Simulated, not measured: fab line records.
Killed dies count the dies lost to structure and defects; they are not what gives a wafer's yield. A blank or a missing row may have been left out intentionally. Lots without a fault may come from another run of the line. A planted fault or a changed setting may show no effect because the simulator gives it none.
Struck lot and sound lot, side by side | flow nand-harc | 29 steps out of a route of 1302
Sound: these wafers, L570.2, L570.4, L570.5. Struck: wafer L563.1. The cause is named last.
At each step with rows: each side's tool, then ch and its chambers, then its first start. Under that, the readings that differ: sound wafers | struck wafers | difference of the means | sigmas: that difference in standard deviations of wafers without a fault.
alike: a reading whose means differ by less than 2 such deviations, as well as words and numbers matching on both sides. not compared: withheld readings; readings where some wafer has no value; bounds like >300 that might hide an equal value; numbers whose values overlap and for which the record gives no deviation.
Wherever a step has rows on one side only, a row that says differs or no value, or a row with sigmas, the two part there. When numbers do not overlap yet have no deviation, they are printed without sigmas and do not part them. Lack of a reading on every wafer of one side parts them only where that side has two or more wafers.

first, 1 step without rows for these wafers: NHARC_A_CHANNEL_HOLE_D2_XSEM_32.
NHARC_A_CHANNEL_HOLE_D2_INSPECT_40:
  struck on defect-inspect-02, day 19 16:03; sound on defect-inspect-01, day 22 13:29
  alike: raw-defect-count
then, 4 steps without rows for these wafers: NHARC_A_CHANNEL_FILL_D2_PRECLEAN_00 (cleans in SC1); NHARC_A_CHANNEL_FILL_D2_SRD_01; NHARC_A_CHANNEL_FILL_D2_ALD_02 (deposits SiO2, target thk 6 nm, pulse time 10 s, ald cycles 60); NHARC_A_CHANNEL_FILL_D2_ALD_03 (deposits SiNx, target thk 6 nm, pulse time 60 s, ald cycles 58).
NHARC_A_CHANNEL_FILL_D2_ALD_14: deposits SiO2, target thk 2.5 nm, pulse time 10 s, ald cycles 25.
  sound on ald-hk-04 ch 0,2,3, day 22 20:59; struck on ald-hk-03 ch 1, day 19 23:19
  alike: heater-power-w, precursor-pulse-height-rel
  not compared: since-wet-clean-h
NHARC_A_CHANNEL_FILL_D2_ALD_15: deposits SiNx, target thk 2 nm, pulse time 60 s, ald cycles 19.
  sound on ald-sin-batch-03 ch 0; struck on ald-sin-batch-02 ch 0
  alike: chamber-pressure-Torr, precursor-pulse-height-rel
then, 3 steps without rows for these wafers: NHARC_A_CHANNEL_FILL_D2_ALD_16 (deposits SiO2, target thk 1.5 nm, pulse time 10 s, ald cycles 15); NHARC_A_CHANNEL_FILL_D2_ANNEAL_17 (time 1800 s); NHARC_A_CHANNEL_FILL_D2_CVD_18 (deposits poly-Si, target thk 3 nm).
NHARC_A_CHANNEL_FILL_D2_ETCHBACK_19: etches the open film in HBr/Cl2, target depth 5 nm, time 1.7 s.
  sound on rie-si-01 ch 0,2, day 23 14:05; struck on rie-si-03 ch 3, day 20 15:56
  alike: drypump-motor-current-A, oes-product-au, throttle-valve-pct
  not compared: rf-hours-counter-h
NHARC_A_CHANNEL_FILL_D2_ETCHBACK_20: etches the open film in C4F8/O2/Ar, target depth 27 nm, time 13.5 s.
  sound on rie-diel-10 ch 1,3, day 23 14:11; struck on rie-diel-06 ch 0, day 20 16:04
  alike: oes-product-au, rf-vpp-V
  not compared: rf-hours-counter-h
then, 11 steps without rows for these wafers: NHARC_A_CHANNEL_FILL_D2_STRIP_28 (strips in O2, time 20 s); NHARC_A_CHANNEL_FILL_D2_PRECLEAN_21 (cleans in dHF, time 30 s); NHARC_A_CHANNEL_FILL_D2_SRD_23; NHARC_A_CHANNEL_FILL_D2_CVD_05 (deposits poly-Si, target thk 5 nm); NHARC_A_CHANNEL_FILL_D2_ANNEAL_22 (time 7200 s); NHARC_A_CHANNEL_FILL_D2_ALD_25 (deposits SiOx, target thk 60 nm, pulse time 10 s, ald cycles 600); NHARC_A_CHANNEL_FILL_D2_ETCHBACK_08 (etches the open film in C4F8, target depth 220 nm, time 110 s); NHARC_A_CHANNEL_FILL_D2_STRIP_29 (strips in O2, time 20 s); NHARC_A_CHANNEL_FILL_D2_PRECLEAN_30 (cleans in dHF, time 30 s); NHARC_A_CHANNEL_FILL_D2_SRD_31; NHARC_A_CHANNEL_FILL_D2_CVD_09 (deposits poly-Si, target thk 150 nm, time 3000 s).
NHARC_A_CHANNEL_FILL_D2_CMP_10: polishes, target thk 150 nm.
  sound on cmp-02 ch 0,1,3, day 24 13:35; struck on cmp-01 ch 1, day 21 15:34
  alike: motor-current-A, time-to-endpoint-s
then, 2 steps without rows for these wafers: NHARC_A_CHANNEL_FILL_D2_SRD_12; NHARC_A_CHANNEL_FILL_D2_RTA_24 (time 5 s).
NHARC_A_STAIRCASE_DEP_156: deposits SiNx, target thk 50 nm.
  sound on pecvd-02 ch 1,2, day 24 14:18; struck on pecvd-02 ch 0, day 21 19:04
  reading | sound | struck                   | difference                   | sigmas
  hold    | - - - | await-dispo/2.6h/release | no value on the sound wafers |
  alike: heater-power-w, showerhead-vpp-V
  not compared: since-wet-clean-h
-- the record jumps here: 10 days lie between the struck wafers' starts before and after (it left off in module A_STAIRCASE and takes up again in module END, whose first step shown is number 1302 of the route) --
NHARC_END_SORT_01:
  here the record holds rows for the struck wafers (prober-01 ch 0, day 31 09:28) but none for the sound ones

## WHERE THEY PART
First at NHARC_A_STAIRCASE_DEP_156; last, within this record, at NHARC_END_SORT_01.

WHY: whatever the simulator had introduced
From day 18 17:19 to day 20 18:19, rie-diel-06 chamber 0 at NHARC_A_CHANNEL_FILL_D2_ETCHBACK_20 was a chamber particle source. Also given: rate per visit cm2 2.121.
